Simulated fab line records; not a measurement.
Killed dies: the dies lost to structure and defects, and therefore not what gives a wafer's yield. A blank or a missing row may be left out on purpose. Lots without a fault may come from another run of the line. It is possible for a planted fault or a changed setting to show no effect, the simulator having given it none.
Chamber matching :: flow n5Finfet :: 4 sister chambers for N5_BEOL_M7_STRIP_19 on rieDiel-01
The step strips in O2. 16 wafers are shown with their chamber, then 8 later ones without.

## WAFERS, EACH WITH ITS CHAMBER
wafer: L077.2
chamber: 3
throttleValvePct (%): 16.67
showerheadPlenumPTorr (Torr): 2.06
oesProductAu (a.u.): 0.72

wafer: L077.5
chamber: 0
throttleValvePct (%): 16.18
showerheadPlenumPTorr (Torr): 2.10
oesProductAu (a.u.): 0.94

wafer: L077.6
chamber: 2
throttleValvePct (%): 16.80
showerheadPlenumPTorr (Torr): 2.16
oesProductAu (a.u.): 0.71

wafer: L082.3
chamber: 1
throttleValvePct (%): 16.75
showerheadPlenumPTorr (Torr): 2.06
oesProductAu (a.u.): 0.88

wafer: L082.4
chamber: 0
throttleValvePct (%): 16.18
showerheadPlenumPTorr (Torr): 2.10
oesProductAu (a.u.): 0.91

wafer: L082.6
chamber: 1
throttleValvePct (%): 16.76
showerheadPlenumPTorr (Torr): 2.06
oesProductAu (a.u.): 0.89

wafer: L086.2
chamber: 2
throttleValvePct (%): 16.87
showerheadPlenumPTorr (Torr): 2.15
oesProductAu (a.u.): 0.70

wafer: L086.5
chamber: 0
throttleValvePct (%): 16.21
showerheadPlenumPTorr (Torr): 2.10
oesProductAu (a.u.): 0.89

wafer: L086.6
chamber: 1
throttleValvePct (%): 16.74
showerheadPlenumPTorr (Torr): 2.05
oesProductAu (a.u.): 0.86

wafer: L085.1
chamber: 1
throttleValvePct (%): 16.78
showerheadPlenumPTorr (Torr): 2.05
oesProductAu (a.u.): 0.88

wafer: L085.2
chamber: 3
throttleValvePct (%): 16.70
showerheadPlenumPTorr (Torr): 2.05
oesProductAu (a.u.): 0.71

wafer: L085.6
chamber: 2
throttleValvePct (%): 16.84
showerheadPlenumPTorr (Torr): 2.16
oesProductAu (a.u.): 0.70

wafer: L089.2
chamber: 0
throttleValvePct (%): 16.24
showerheadPlenumPTorr (Torr): 2.09
oesProductAu (a.u.): 0.88

wafer: L089.4
chamber: 1
throttleValvePct (%): 16.79
showerheadPlenumPTorr (Torr): 2.05
oesProductAu (a.u.): 0.86

wafer: L089.6
chamber: 1
throttleValvePct (%): 16.77
showerheadPlenumPTorr (Torr): 2.05
oesProductAu (a.u.): 0.85

wafer: L092.1
chamber: 2
throttleValvePct (%): 16.88
showerheadPlenumPTorr (Torr): 2.15
oesProductAu (a.u.): 0.69

SIGNATURES, as means of the wafers listed above
reading: throttleValvePct
chamber 0: 16.2025
chamber 1: 16.7650
chamber 2: 16.8475
chamber 3: 16.6850
scatter within a chamber: 0.0267

reading: showerheadPlenumPTorr
chamber 0: 2.0975
chamber 1: 2.0533
chamber 2: 2.1550
chamber 3: 2.0550
scatter within a chamber: 0.00546

reading: oesProductAu
chamber 0: 0.9050
chamber 1: 0.8700
chamber 2: 0.7000
chamber 3: 0.7150
scatter within a chamber: 0.0172
Rule: for a wafer and a chamber, the distance is found by dividing, reading by reading, the gap between the wafer's reading and the chamber's mean by the reading's scatter, squaring, summing and taking the root. If the next closest chamber is less than 2 further off than the closest, the wafer can't be placed; otherwise it belongs to the closest. The scatter: the root of (the sum of the squares of (reading less its chamber's mean) over the shown wafers, divided by (wafers less chambers)).

## WAFERS MISSING THEIR CHAMBER
wafer: L092.3
throttleValvePct (%): 16.23
showerheadPlenumPTorr (Torr): 2.09
oesProductAu (a.u.): 0.86

wafer: L092.4
throttleValvePct (%): 16.74
showerheadPlenumPTorr (Torr): 2.05
oesProductAu (a.u.): 0.69

wafer: L094.2
throttleValvePct (%): 16.22
showerheadPlenumPTorr (Torr): 2.09
oesProductAu (a.u.): 0.87

wafer: L094.3
throttleValvePct (%): 16.78
showerheadPlenumPTorr (Torr): 2.05
oesProductAu (a.u.): 0.85

wafer: L094.5
throttleValvePct (%): 16.80
showerheadPlenumPTorr (Torr): 2.05
oesProductAu (a.u.): 0.85

wafer: L096.4
throttleValvePct (%): 16.89
showerheadPlenumPTorr (Torr): 2.15
oesProductAu (a.u.): 0.69

wafer: L096.5
throttleValvePct (%): 16.74
showerheadPlenumPTorr (Torr): 2.05
oesProductAu (a.u.): 0.69

wafer: L096.6
throttleValvePct (%): 16.24
showerheadPlenumPTorr (Torr): 2.09
oesProductAu (a.u.): 0.87

## THE CHAMBER EACH PASSED THROUGH
wafer: L092.3
from the rows above: 0
in truth: 0

wafer: L092.4
from the rows above: 3
in truth: 3

wafer: L094.2
from the rows above: 0
in truth: 0

wafer: L094.3
from the rows above: 1
in truth: 1

wafer: L094.5
from the rows above: 1
in truth: 1

wafer: L096.4
from the rows above: 2
in truth: 2

wafer: L096.5
from the rows above: 3
in truth: 3

wafer: L096.6
from the rows above: 0
in truth: 0
8 of 8 placed correctly. Number that these rows cannot place: 0. Placed wrongly: 0.
